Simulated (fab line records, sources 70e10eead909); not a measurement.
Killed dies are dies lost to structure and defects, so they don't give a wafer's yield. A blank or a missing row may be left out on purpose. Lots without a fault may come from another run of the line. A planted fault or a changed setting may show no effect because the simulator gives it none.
fab line records | flow nand_harc
record lots=5 wafers=15 last_day=23
route steps=1159 shown P_M1@315 P_M2@318 END@1159
lots that met no fault: from a run of the same line without faults
start_h: hours from the record's first day to the start of the lot's first wafer shown | wait_h: hours since the lot's step before | " the same as in the row above | L1.1+2: a row that stands for several wafers | - no value, or no start given | * or withheld: withheld | < > ~ a bound
route shown NAME@n: a module of which the file shows steps, and the number in the route of the first | usual: mean/standard deviation of fault-free wafers | same: alike in all rows | chamber/n: place in a boat | sites: the reading at each site | _std_site: their standard deviation | _edge_site: outer sites' mean less inner sites' | radius_mm: how far each site lies from the wafer's centre | mask NAME#n: copy n | behind: the tool/chamber that last shaped the wafer | hold: why the lot was held/for how many hours/how that ended | device: the transistor (n, p or np) that didn't switch | end of line: the same wafers' tests at the end of the route | a step without rows: its recipe alone | killed: dies lost to structure and defects at the first sort, not the wafer's yield | map: a wafer's dies, x killed, . not, _ none there
set.NAME: the setting as run; set.NAME@STEP: as run at that earlier step | model.NAME: the simulator's own value behind a step, which no gauge read
lots at some steps of the route; a table a step, a row a wafer
services: from which hour (start_h, from the record's first day; less than 0 if before it) a tool's chamber was out of use, for how many hours, and why
## steps
# step NHARC_P_M1_INSPECT_27
# usual raw_defect_count=314/100
# columns lot.wafer tool chamber start_h wait_h raw_defect_count
L638.2 defect_inspect-01 - 136.22 0.0 236
L638.5 " - " " 213
L638.6 " - " " 183
L641.1 defect_inspect-01 - 159.63 0.0 193
L641.3 " - " " 327
L641.6 " - " " 263
L648.1 defect_inspect-01 - 200.48 0.0 384
L648.4 " - " " 325
L648.5 " - " " 350
L650.3 defect_inspect-01 - 215.05 0.0 457
L650.4 " - " " 384
L650.6 " - " " 622
L653.1 defect_inspect-02 - 230.82 0.0 308
L653.4 " - " " 217
L653.5 " - " " 307
# step NHARC_P_M1_PRE_CLEAN_32
# recipe time_s=12 temp_c=370 rf_power_w=300 gas=NH3
# usual heater_power_outer_w=349/46 heater_power_w=624/63
# columns lot.wafer tool chamber start_h wait_h heater_power_outer_w heater_power_w
L638.2 pecvd-01 0 136.30 0.1 365 651
L638.6 " 2 " " 367 675
L638.5 " 0 " " 368 656
L641.3 pecvd-04 2 159.70 0.1 350 632
L641.1 " 1 " " 358 562
L641.6 " 2 " " 356 637
L648.1 pecvd-01 2 200.62 0.1 355 660
L648.5 " 0 " " 338 592
L648.4 " 1 " " 351 583
L650.3 pecvd-02 2 215.13 0.1 290 546
L650.4 " 1 " " 325 631
L650.6 " 0 " " 400 698
L653.1 pecvd-01 0 230.91 0.1 332 581
L653.5 " 2 " " 343 634
L653.4 " 0 " " 339 606
# step NHARC_P_M1_DEP_33
# recipe target_thk_a=300 temp_c=370 target_thk_nm=30 pressure_torr=3 flow_sccm=200 rf_w=450 material=SiCN
# usual heater_power_outer_w=304/46 heater_power_w=563/60
# columns lot.wafer tool chamber start_h wait_h heater_power_outer_w heater_power_w
L638.2 pecvd-01 0 136.41 0.1 321 582
L638.6 " 2 " " 333 637
L638.5 " 0 " " 332 600
L641.3 pecvd-04 2 159.78 0.1 380 676
L641.1 " 1 " " 278 461
L641.6 " 2 " " 379 671
L648.1 pecvd-01 2 200.75 0.1 311 601
L648.5 " 0 " " 327 590
L648.4 " 1 " " 359 579
L650.3 pecvd-02 2 215.23 0.1 190 426
L650.4 " 1 " " 286 553
L650.6 " 0 " " 375 664
L653.1 pecvd-01 0 231.02 0.1 319 564
L653.5 " 2 " " 325 630
L653.4 " 0 " " 318 564
# step NHARC_P_M2_DEP_00
# recipe target_thk_a=1825 target_thk_nm=182.5 temp_c=withheld pressure_torr=5 flow_sccm=200 rf_w=600 material=SiOC
# step NHARC_P_M2_DEHYDRATE_01
# recipe temp_c=150 time_s=120
# step NHARC_P_M2_HMDS_02
# recipe time_s=30
# step NHARC_P_M2_COAT_34
# recipe temp_c=200 time_s=65
# step NHARC_P_M2_COAT_03
# recipe spin_rpm=1500 resist_thk_nm=90
# step NHARC_P_M2_SOFTBAKE_04
# recipe temp_c=105 time_s=55
# step NHARC_P_M2_EBR_05
# step NHARC_P_M2_EXPOSE_06
# recipe na=1.35 target_cd_nm=170 dose_mj=80.78 mask_id=P_M2
# step NHARC_P_M2_PEB_07
# recipe peb_temp_c=100 peb_time_s=65
# usual chill_plate_temp_C=22.99/0.11 exhaust_pa=45.1/0.81
# columns lot.wafer tool chamber start_h wait_h chill_plate_temp_C exhaust_pa
L638.2 litho_track-06 0 137.54 0.1 23.10 46.1
L638.5 " 0 " " 22.80 45.0
L638.6 " 0 " " 22.89 46.0
L641.1 litho_track-04 0 160.95 0.1 23.06 45.0
L641.3 " 0 " " 23.08 45.1
L641.6 " 0 " " 23.28 45.1
L648.1 litho_track-04 0 201.81 0.1 22.89 46.0
L648.4 " 0 " " 22.79 46.4
L648.5 " 0 " " 22.98 45.7
L650.3 litho_track-01 0 216.24 0.1 22.99 45.1
L650.4 " 0 " " 22.91 44.2
L650.6 " 0 " " 22.94 43.7
L653.1 litho_track-01 0 232.14 0.1 22.85 46.5
L653.4 " 0 " " 23.10 45.9
L653.5 " 0 " " 22.91 46.1
# step NHARC_P_M2_DEVELOP_08
# recipe develop_time_s=35 dev_temp_c=23
# step NHARC_P_M2_CD_MEAS_09
# recipe target_cd_nm=170 landing_energy_ev=500
# usual cd_nm=170.3/0.63
# columns lot.wafer tool chamber start_h wait_h cd_nm
L638.2 cd_sem-03 0 137.62 - 170.7
L638.5 " 0 " " 170.1
L638.6 " 0 " " 170.7
L641.1 cd_sem-02 0 161.03 - 170.6
L641.3 " 0 " " 170.6
L641.6 " 0 " " 170.1
L648.1 cd_sem-01 0 201.89 - 170.3
L648.4 " 0 " " 169.7
L648.5 " 0 " " 171.7
L650.3 cd_sem-01 0 216.32 - 170.2
L650.4 " 0 " " 170.3
L650.6 " 0 " " 170.6
L653.1 cd_sem-01 0 232.22 - 170.0
L653.4 " 0 " " 170.5
L653.5 " 0 " " 169.7
# step NHARC_P_M2_OVL_MEAS_10
# recipe pitch_nm=340
# usual overlay_x_nm=-0.1/0.78 overlay_y_nm=0.2/0.86
# columns lot.wafer tool chamber start_h wait_h overlay_x_nm overlay_y_nm
L638.2 overlay-01 - 137.71 - -0.4 1.4
L638.5 " - " " -0.7 1.2
L638.6 " - " " -0.4 1.2
L641.1 overlay-01 - 161.12 - 0.3 0.3
L641.3 " - " " 0.0 1.3
L641.6 " - " " 0.0 1.1
L648.1 overlay-01 - 201.98 - -1.1 -0.9
L648.4 " - " " -0.7 -1.3
L648.5 " - " " -0.5 -1.0
L650.3 overlay-02 - 216.41 - 0.5 -0.8
L650.4 " - " " -0.1 -0.7
L650.6 " - " " 0.1 -0.5
L653.1 overlay-02 - 232.31 - -0.4 -0.1
L653.4 " - " " -0.4 -1.0
L653.5 " - " " -0.1 -0.9
# step NHARC_P_M2_INSPECT_11
# usual raw_defect_count=3.9/2.5
# columns lot.wafer tool chamber start_h wait_h raw_defect_count
L638.2 defect_inspect-02 - 137.74 0.0 4
L638.5 " - " " 8
L638.6 " - " " 10
L641.1 defect_inspect-01 - 161.16 0.0 2
L641.3 " - " " 8
L641.6 " - " " 1
L648.1 defect_inspect-02 - 202.02 0.0 2
L648.4 " - " " 6
L648.5 " - " " 3
L650.3 defect_inspect-02 - 216.44 0.0 5
L650.4 " - " " 6
L650.6 " - " " 2
L653.1 defect_inspect-02 - 232.34 0.0 5
L653.4 " - " " 4
L653.5 " - " " 10
# step NHARC_P_M2_DESCUM_14
# recipe time_s=3 o2_flow_sccm=200 ar_flow_sccm=0 bias_power_w=0 chemistry=O2
# usual drypump_motor_current_A=5.6/0.33 mfc_ar_sccm=0.021/0.017 oes_product_au=1.002/0.0084 rf_vpp_V=57.9/0.84 showerhead_plenum_p_Torr=1.91/0.051 throttle_valve_pct=11.310/0.0086
# same bias_power_w=0
# columns lot.wafer tool chamber start_h wait_h drypump_motor_current_A mfc_ar_sccm oes_product_au rf_hours_counter_h rf_vpp_V showerhead_plenum_p_Torr throttle_valve_pct model.P_M2.cd_nm
L638.2 rie_diel-03 3 137.82 0.1 5.9 0.032 0.998 3 58.1 1.96 11.297 171
L638.5 " 1 " " 5.7 0 0.993 - 58.3 1.89 11.311 169.6
L638.6 " 2 " " 5.3 0.040 1.008 - 57.6 1.86 11.321 170.7
L641.1 rie_diel-03 3 161.24 0.1 5.9 0.032 0.993 4 58.0 1.96 11.298 170.9
L641.3 " 0 " " 5.6 0.038 1.006 4 58.0 1.98 11.305 171.1
L641.6 " 1 " " 5.7 0 1.002 - 59.3 1.89 11.311 169.6
L648.4 rie_diel-03 1 202.08 0.1 5.8 0 1.001 6 59.2 1.89 11.308 169.8
L648.1 " 3 " " 5.9 0.032 1.007 6 60.2 1.96 11.302 170.5
L648.5 " 1 " " 5.7 0 1.001 - 57.0 1.89 11.312 171.7
L650.3 rie_diel-01 0 216.53 0.1 5.7 0 0.996 17 59.5 1.90 11.294 169.1
L650.6 " 2 " " 5.1 0 1.011 - 57.6 1.86 11.304 170.3
L650.4 " 3 " " 6.2 0.006 0.995 - 56.7 1.86 11.311 170.7
L653.4 rie_diel-03 2 232.45 0.1 5.3 0.040 1.013 1 57.8 1.86 11.312 170.7
L653.1 " 3 " " 5.9 0.032 0.992 1 58.1 1.96 11.305 170.3
L653.5 " 0 " " 5.6 0.038 1.002 - 58.7 1.98 11.303 169.3
# step NHARC_P_M2_ETCH_35
# recipe target_depth_a=400 overetch_a=120 time_s=43.94 ion_energy_ev=200 n2_flow_sccm=150 h2_flow_sccm=150 ar_flow_sccm=0 rf_w=400 bias_w=150 chemistry=N2/H2
# usual bias_w=150.0/0.44 drypump_motor_current_A=5.7/0.31 mfc_ar_sccm=0.021/0.017 n2_flow_sccm=149.9/0.4 oes_product_au=1.001/0.0083 rf_vpp_V=430.6/1.8 showerhead_plenum_p_Torr=2.04/0.058 throttle_valve_pct=14.172/0.0086
# columns lot.wafer tool chamber start_h wait_h bias_w drypump_motor_current_A mfc_ar_sccm n2_flow_sccm oes_product_au rf_hours_counter_h rf_vpp_V showerhead_plenum_p_Torr throttle_valve_pct
L638.2 rie_diel-03 2 137.89 0.1 149.8 5.3 0.040 149.7 0.997 3 428.6 1.98 14.172
L638.6 " 2 " " 149.7 5.3 0.040 149.9 1.006 - 427.2 1.98 14.177
L638.5 " 3 " " 150.6 5.9 0.032 151.0 1.002 - 432.5 2.09 14.153
L641.3 rie_diel-03 0 161.43 0.2 150.2 5.6 0.038 150.2 0.998 4 431.9 2.12 14.177
L641.1 " 3 " " 150.0 5.9 0.032 150.4 1.000 4 430.6 2.09 14.170
L641.6 " 0 " " 150.0 5.6 0.038 149.9 0.994 - 433.0 2.12 14.165
L648.4 rie_diel-03 3 202.16 0.1 149.8 5.9 0.032 149.6 1.002 6 432.1 2.09 14.176
L648.1 " 2 " " 150.3 5.3 0.040 149.8 1.017 6 429.5 1.98 14.167
L648.5 " 0 " " 150.0 5.6 0.038 149.3 1.007 - 432.4 2.12 14.156
L650.3 rie_diel-01 2 216.62 0.1 149.0 5.1 0 149.6 1.016 18 428.5 1.98 14.168
L650.4 " 3 " " 150.0 6.2 0.006 149.6 0.991 - 428.2 1.98 14.189
L650.6 " 0 " " 150.1 5.7 0 150.6 0.988 - 430.5 2.03 14.160
L653.4 rie_diel-03 0 232.51 0.1 150.1 5.6 0.038 150.2 0.997 1 433.3 2.12 14.180
L653.1 " 2 " " 149.9 5.3 0.040 150.5 1.005 1 427.6 1.98 14.189
L653.5 " 0 " " 150.4 5.6 0.038 150.1 0.994 - 432.7 2.12 14.176
# step NHARC_P_M2_ETCH_15
# recipe target_depth_a=1825 time_s=91.2 c4f8_flow_sccm=withheld ar_flow_sccm=400 rf_w=600 bias_w=300 chemistry=C4F8/Ar
# usual bias_w=300.0/0.99 oes_product_au=0.947/0.022 rf_vpp_V=440.9/1.8
# columns lot.wafer tool chamber start_h wait_h bias_w oes_product_au rf_hours_counter_h rf_vpp_V
L638.2 rie_diel-03 3 - - 300.0 0.977 3 443.3
L638.5 " 3 " " 301.0 0.967 - 442.5
L638.6 " 0 " " 300.0 0.974 - 442.6
L641.1 rie_diel-03 2 - - 301.3 0.936 4 439.1
L641.3 " 0 " " 298.9 0.961 4 443.7
L641.6 " 1 " " 299.4 0.946 - 439.4
L648.4 rie_diel-03 0 - - 299.9 0.929 6 443.9
L648.1 " 2 " " 300.8 0.945 6 437.5
L648.5 " 1 " " 300.9 0.925 - 440.4
L650.3 rie_diel-01 0 - - 299.6 0.916 17 440.9
L650.4 " 2 " " 300.5 0.924 - 439.3
L650.6 " 0 " " 298.7 0.923 - 439.3
L653.4 rie_diel-03 0 - - 299.9 0.962 1 443.7
L653.1 " 2 " " 298.1 0.993 1 440.3
L653.5 " 0 " " 301.3 0.950 - 443.0
# step NHARC_P_M2_CD_MEAS_16
# usual cd_nm=170.2/0.8
# columns lot.wafer tool chamber start_h wait_h cd_nm
L638.2 cd_sem-01 - 138.11 - 171.4
L638.5 " - " " 169.5
L638.6 " - " " 171.1
L641.1 cd_sem-02 - 161.69 - 170.4
L641.3 " - " " 170.5
L641.6 " - " " 169.4
L648.1 cd_sem-02 - 202.38 - 170.0
L648.4 " - " " 169.3
L648.5 " - " " 171.9
L650.3 cd_sem-03 - 216.86 - 168.9
L650.4 " - " " 170.5
L650.6 " - " " 170.0
L653.1 cd_sem-03 - 232.73 - 170.7
L653.4 " - " " 170.7
L653.5 " - " " 169.6
# step NHARC_P_M2_STRIP_18
# recipe power_w=1000 n2_flow_sccm=150 h2_flow_sccm=150 ar_flow_sccm=0 bias_w=0 chemistry=N2/H2
# usual drypump_motor_current_A=5.6/0.33 mfc_ar_sccm=0.019/0.017 n2_flow_sccm=150.0/0.45 oes_product_au=1.003/0.0079 rf_vpp_V=90.7/0.83 showerhead_plenum_p_Torr=2.04/0.059 throttle_valve_pct=14.171/0.01
# same bias_w=0
# columns lot.wafer tool chamber start_h wait_h drypump_motor_current_A mfc_ar_sccm n2_flow_sccm oes_product_au rf_hours_counter_h rf_vpp_V showerhead_plenum_p_Torr throttle_valve_pct
L638.2 rie_diel-03 2 138.18 0.1 5.3 0.040 150.0 1.001 3 89.2 1.98 14.176
L638.6 " 2 " " 5.3 0.040 149.2 0.995 - 90.4 1.98 14.183
L638.5 " 3 " " 5.9 0.032 150.4 0.995 - 91.6 2.09 14.186
L641.3 rie_diel-12 2 161.83 0.1 5.6 0 150.4 1.009 42 90.7 1.96 14.173
L641.1 " 3 " " 5.9 0.016 150.4 0.999 40 90.1 1.99 14.177
L641.6 " 0 " " 6.7 0.030 149.9 0.999 - 90.1 2.02 14.177
L648.1 rie_diel-03 0 202.50 0.1 5.6 0.038 149.6 1.007 6 92.7 2.12 14.187
L648.4 " 1 " " 5.7 0 150.6 1.012 6 90.1 2.02 14.168
L648.5 " 3 " " 5.9 0.032 150.4 1.010 - 90.4 2.09 14.176
L650.3 rie_diel-01 2 216.93 0.1 5.1 0 150.3 1.015 18 90.5 1.98 14.168
L650.4 " 2 " " 5.1 0 149.6 1.011 - 90.7 1.98 14.168
L650.6 " 3 " " 6.2 0.006 150.0 1.002 - 90.4 1.98 14.157
L653.1 rie_diel-03 2 232.81 0.1 5.4 0.040 149.7 1.002 1 91.9 1.98 14.180
L653.4 " 0 " " 5.6 0.038 149.6 1.001 1 91.5 2.12 14.169
L653.5 " 2 " " 5.4 0.040 149.7 1.010 - 90.7 1.98 14.161
# step NHARC_P_M2_ETCH_28
# recipe target_depth_a=300 over_etch_frac=0.3 time_s=72.99 ion_energy_ev=150 cf4_flow_sccm=50 n2_flow_sccm=100 ar_flow_sccm=150 rf_w=300 bias_w=100 chemistry=CF4/N2
# usual bias_w=99.99/0.28 drypump_motor_current_A=5.6/0.33 mfc_ar_sccm=150.1/0.43 n2_flow_sccm=99.99/0.29 oes_product_au=1.001/0.0086 rf_vpp_V=314.1/1.5 showerhead_plenum_p_Torr=2.63/0.07 throttle_valve_pct=19.793/0.0096
# columns lot.wafer tool chamber start_h wait_h bias_w drypump_motor_current_A mfc_ar_sccm n2_flow_sccm oes_product_au rf_hours_counter_h rf_vpp_V showerhead_plenum_p_Torr throttle_valve_pct model.P_M2.cd_nm
L638.2 rie_diel-03 1 - - 99.84 5.7 149.5 100.11 0.991 3 314.8 2.60 19.786 172.1
L638.6 " 0 " " 99.47 5.5 149.7 100.08 0.991 - 315.1 2.72 19.807 172
L638.5 " 1 " " 99.70 5.7 149.9 100.38 0.994 - 316.0 2.60 19.778 169.8
L641.3 rie_diel-12 3 - - 99.89 5.9 150.1 99.60 0.986 40 312.3 2.56 19.806 170.8
L641.1 " 1 " " 99.89 5.4 149.9 99.98 1.001 46 316.2 2.70 19.784 170.4
L641.6 " 3 " " 100.37 5.9 149.8 99.34 0.988 - 312.6 2.56 19.788 169.4
L648.1 rie_diel-03 3 - - 99.92 5.9 150.1 100.25 0.999 6 314.9 2.69 19.796 170.1
L648.4 " 2 " " 100.07 5.3 149.6 100.22 1.013 6 313.6 2.56 19.802 169.1
L648.5 " 3 " " 100.09 5.9 150.1 100.53 1.005 - 315.1 2.69 19.788 171
L650.3 rie_diel-01 2 - - 99.97 5.1 149.8 99.85 1.003 18 313.2 2.55 19.805 168.8
L650.6 " 0 " " 100.13 5.7 149.0 99.51 0.994 - 313.3 2.61 19.793 170.6
L650.4 " 2 " " 99.84 5.1 149.7 99.99 1.009 - 310.9 2.55 19.787 170.8
L653.4 rie_diel-03 1 - - 99.65 5.6 149.9 100.66 1.012 1 314.6 2.60 19.792 170.1
L653.1 " 3 " " 100.24 5.9 150.4 99.97 0.999 1 317.0 2.69 19.779 170.5
L653.5 " 2 " " 99.59 5.4 150.3 100.01 1.016 - 313.0 2.56 19.794 170.2
# step NHARC_P_M2_STRIP_19
# recipe time_s=600 temp_c=30 chemistry=post_etch_residue_remover
# step NHARC_END_SORT_01
# recipe temp_c=25
# usual defect_limited_yield=95.5/1.8 killed_at_array=27/11 killed_at_other=0.6/1 killed_at_periphery=3.0/2.1 killed_dies=31/12 killed_open=3.2/1.7 killed_short=1.7/1.4 sort_bin_2_pct=1.4/0.68 sort_bin_3_pct=0.25/0.2 sort_bin_4_pct=2.9/1.2 sort_n_pass=646/12 sort_rim_yield_pct=95.7/2.8 sort_yield_pct=95.5/1.8
# same gross_dies=677 sort_bin_5_pct[%]=0 sort_bin_6_pct[%]=0 sort_bin_7_pct[%]=0 sort_bin_8_pct[%]=0 sort_rim_n_gross=106.00
# columns lot.wafer tool chamber start_h wait_h defect_limited_yield[%] killed_at_array killed_at_other killed_at_periphery killed_dies killed_open killed_short sort_bin_2_pct[%] sort_bin_3_pct[%] sort_bin_4_pct[%] sort_n_pass sort_rim_yield_pct[%] sort_yield_pct[%]
L638.2 prober-02 0 469.42 2.8 94.4 35 0 3 38 2 0 1.5 0 4.1 639 96.2 94.4
L638.5 prober-02 0 471.81 3.7 95.6 28 0 2 30 2 1 0.9 0.30 3.2 647 94.3 95.6
L638.6 prober-02 0 472.60 4.0 96.8 16 0 6 22 2 1 0.9 0 2.4 655 99.1 96.8
L641.1 prober-02 0 496.92 2.5 95.7 23 0 6 29 3 2 1.9 0.30 2.1 648 97.2 95.7
L641.3 prober-02 0 498.50 3.1 93.4 40 0 5 45 4 3 2.2 0.44 4.0 632 97.2 93.4
L641.6 prober-02 0 500.87 4.0 95.4 27 1 3 31 5 3 0.9 0.15 3.5 646 93.4 95.4
L648.1 prober-01 0 519.22 2.5 94.1 39 0 1 40 3 1 2.7 0 3.2 637 91.5 94.1
L648.4 prober-01 0 521.66 3.4 92.5 44 1 6 51 8 1 2.1 0.30 5.2 626 92.5 92.5
L648.5 prober-01 0 522.48 3.8 94.4 36 0 2 38 2 2 1.9 0.44 3.2 639 95.3 94.4
L650.3 prober-02 0 541.65 3.1 95.1 29 0 4 33 4 1 1.3 0.30 3.2 644 96.2 95.1
L650.4 prober-02 0 542.44 3.4 95.0 30 0 4 34 3 3 1.8 0.30 3.0 643 93.4 95.0
L650.6 prober-02 0 544.04 4.0 95.0 32 0 2 34 3 2 2.2 0.59 2.2 643 92.5 95.0
L653.1 prober-02 0 549.28 2.5 96.5 20 0 4 24 5 1 0.7 0 2.8 653 98.1 96.5
L653.4 prober-02 0 551.71 3.4 96.8 14 1 7 22 4 0 0.7 0 2.5 655 98.1 96.8
L653.5 prober-02 0 552.51 3.7 96.5 14 0 10 24 1 1 1.5 0.15 1.9 653 100.0 96.5
# killed by level:class
L638.2 A_CHANNEL_HOLE_D1:chamber_film_flake=16 A_SLIT:chamber_film_flake=12 A_CONTACT:geometric_particle:open=2 P_M1:chamber_film_flake=2 A_WL_FILL:chamber_film_flake=2 P_STI:chamber_film_flake=1 A_ZERO_WELL:chamber_film_flake=1 A_CHANNEL_FILL_D1:chamber_film_flake=1
L638.5 A_CHANNEL_HOLE_D1:chamber_film_flake=14 A_SLIT:chamber_film_flake=9 A_CONTACT:geometric_particle:open=2 A_CHANNEL_FILL_D1:geometric_particle:short=1 P_ZERO_WELL:chamber_film_flake=1 P_M1:chamber_film_flake=1 A_ZERO_WELL:chamber_film_flake=1 A_CONTACT:chamber_film_flake=1
L638.6 A_SLIT:chamber_film_flake=6 A_CHANNEL_HOLE_D1:chamber_film_flake=5 P_M1:chamber_film_flake=2 A_STAIRCASE:chamber_film_flake=2 P_GATE:geometric_particle:open=1 P_M0:geometric_particle:short=1 A_BLC:geometric_particle:open=1 P_ZERO_WELL:chamber_film_flake=1
L641.1 A_CHANNEL_HOLE_D1:chamber_film_flake=10 A_SLIT:chamber_film_flake=8 A_CONTACT:chamber_film_flake=2 P_GATE:chamber_film_flake=2 P_STI:geometric_particle:open=1 P_GATE:geometric_particle:short=1 P_CONTACT:geometric_particle:open=1 A_ONON_D1:geometric_particle:short=1
L641.3 A_SLIT:chamber_film_flake=15 A_CHANNEL_HOLE_D1:chamber_film_flake=13 P_STI:chamber_film_flake=3 A_STAIRCASE:chamber_film_flake=2 A_SGD_CUT:chamber_film_flake=2 A_CONTACT:chamber_film_flake=2 P_CONTACT:geometric_particle:open=1 P_M0:geometric_particle:open=1
L641.6 A_CHANNEL_HOLE_D1:chamber_film_flake=10 A_SLIT:chamber_film_flake=10 P_CONTACT:geometric_particle:short=2 A_CONTACT:chamber_film_flake=2 P_CONTACT:geometric_particle:open=1 A_ONON_D1:geometric_particle:open=1 A_CONTACT:geometric_particle:open=1 A_BLC:geometric_particle:open=1
L648.1 A_SLIT:chamber_film_flake=16 A_CHANNEL_HOLE_D1:chamber_film_flake=12 A_STAIRCASE:chamber_film_flake=3 A_CONTACT:chamber_film_flake=3 A_ONON_D1:geometric_particle:open=2 P_STI:geometric_particle:short=1 A_M0:geometric_particle:open=1 A_ZERO_WELL:chamber_film_flake=1
L648.4 A_SLIT:chamber_film_flake=18 A_CHANNEL_HOLE_D1:chamber_film_flake=13 A_M0:geometric_particle:open=3 P_GATE:chamber_film_flake=3 A_WL_FILL:chamber_film_flake=3 P_M0:geometric_particle:open=2 A_CONTACT:geometric_particle:open=2 A_STAIRCASE:chamber_film_flake=2
L648.5 A_SLIT:chamber_film_flake=12 A_CHANNEL_HOLE_D1:chamber_film_flake=9 A_CONTACT:chamber_film_flake=5 A_STAIRCASE:chamber_film_flake=3 P_ZERO_WELL:chamber_film_flake=2 A_ONON_D1:geometric_particle:short=1 A_WL_FILL:geometric_particle:short=1 A_WL_FILL:geometric_particle:open=1
L650.3 A_CHANNEL_HOLE_D1:chamber_film_flake=16 A_CONTACT:chamber_film_flake=8 P_GATE:chamber_film_flake=2 P_ZERO_WELL:geometric_particle:open=1 P_M0:geometric_particle:open=1 A_CHANNEL_HOLE_D1:geometric_particle:short=1 A_SGD_CUT:geometric_particle:open=1 A_WL_FILL:geometric_particle:open=1
L650.4 A_CHANNEL_HOLE_D1:chamber_film_flake=17 A_CONTACT:chamber_film_flake=5 P_GATE:chamber_film_flake=3 A_STAIRCASE:chamber_film_flake=2 P_CONTACT:geometric_particle:short=1 A_CHANNEL_FILL_D1:geometric_particle:open=1 A_WL_FILL:geometric_particle:short=1 A_CONTACT:geometric_particle:open=1
L650.6 A_CHANNEL_HOLE_D1:chamber_film_flake=16 A_CONTACT:chamber_film_flake=7 A_STAIRCASE:chamber_film_flake=4 P_CONTACT:geometric_particle:open=1 A_CHANNEL_HOLE_D1:geometric_particle:open=1 A_CHANNEL_FILL_D1:geometric_particle:short=1 A_CONTACT:geometric_particle:short=1 A_M0:geometric_particle:open=1
L653.1 A_CONTACT:chamber_film_flake=6 A_STAIRCASE:chamber_film_flake=4 A_CHANNEL_HOLE_D1:chamber_film_flake=3 P_STI:chamber_film_flake=2 A_ZERO_WELL:chamber_film_flake=2 P_M0:geometric_particle:open=1 A_SOURCE_PLATE:geometric_particle:open=1 A_ONON_D1:geometric_particle:open=1
L653.4 A_CHANNEL_HOLE_D1:chamber_film_flake=6 A_STAIRCASE:chamber_film_flake=4 A_M0:geometric_particle:open=2 P_STI:chamber_film_flake=2 P_GATE:geometric_particle:open=1 P_CONTACT:geometric_particle:open=1 P_ZERO_WELL:chamber_film_flake=1 P_GATE:chamber_film_flake=1
L653.5 P_STI:chamber_film_flake=6 A_CHANNEL_HOLE_D1:chamber_film_flake=6 A_STAIRCASE:chamber_film_flake=3 A_CONTACT:chamber_film_flake=3 P_M2:chamber_film_flake=2 P_M0:geometric_particle:open=1 A_M0:geometric_particle:short=1 P_ZERO_WELL:chamber_film_flake=1
## services
# columns tool chamber start_h hours kind
litho_track-06 - 117.00 7.0 pm
rie_diel-03 - 118.73 1.1 repair
rie_diel-03 0 120.80 - clean
rie_diel-03 1 120.80 - clean
rie_diel-03 2 120.80 - clean
rie_diel-03 3 120.80 - clean
rie_diel-01 - 137.80 9.0 pm
litho_track-04 - 141.00 7.0 pm
rie_diel-03 0 145.30 - clean
rie_diel-03 1 145.30 - clean
rie_diel-03 2 145.30 - clean
rie_diel-03 3 145.30 - clean
pecvd-02 - 153.00 13.0 pm
rie_diel-03 0 169.80 - clean
rie_diel-03 1 169.80 - clean
rie_diel-03 2 169.80 - clean
rie_diel-03 3 169.80 - clean
rie_diel-12 3 192.43 5.1 repair
pecvd-04 - 195.56 13.0 pm
rie_diel-12 - 202.62 9.0 pm
rie_diel-01 3 204.20 3.6 repair
rie_diel-12 - 212.33 1.2 repair
rie_diel-03 - 215.30 9.0 pm
rie_diel-01 1 216.27 6.4 repair
## key
first_sign none at tools or gauges
model_effect step=NHARC_P_M2_DESCUM_14 value=P_M2.cd_nm without=169.9 struck=171.7
model_effect step=NHARC_P_M2_ETCH_28 value=P_M2.cd_nm without=169.3 struck=171
met_at NHARC_P_M2_PEB_07
struck_wafers L648.5
onset_between 160.95 201.81
fault kind=process_parameter_drift tool=litho_track-04 chamber=- onset_h=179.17 steps=NHARC_P_M2_PEB_07 channel=peb_time_s offset=* shape=step end_h=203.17 scope=struck_wafers_only acts_in=* stated=*
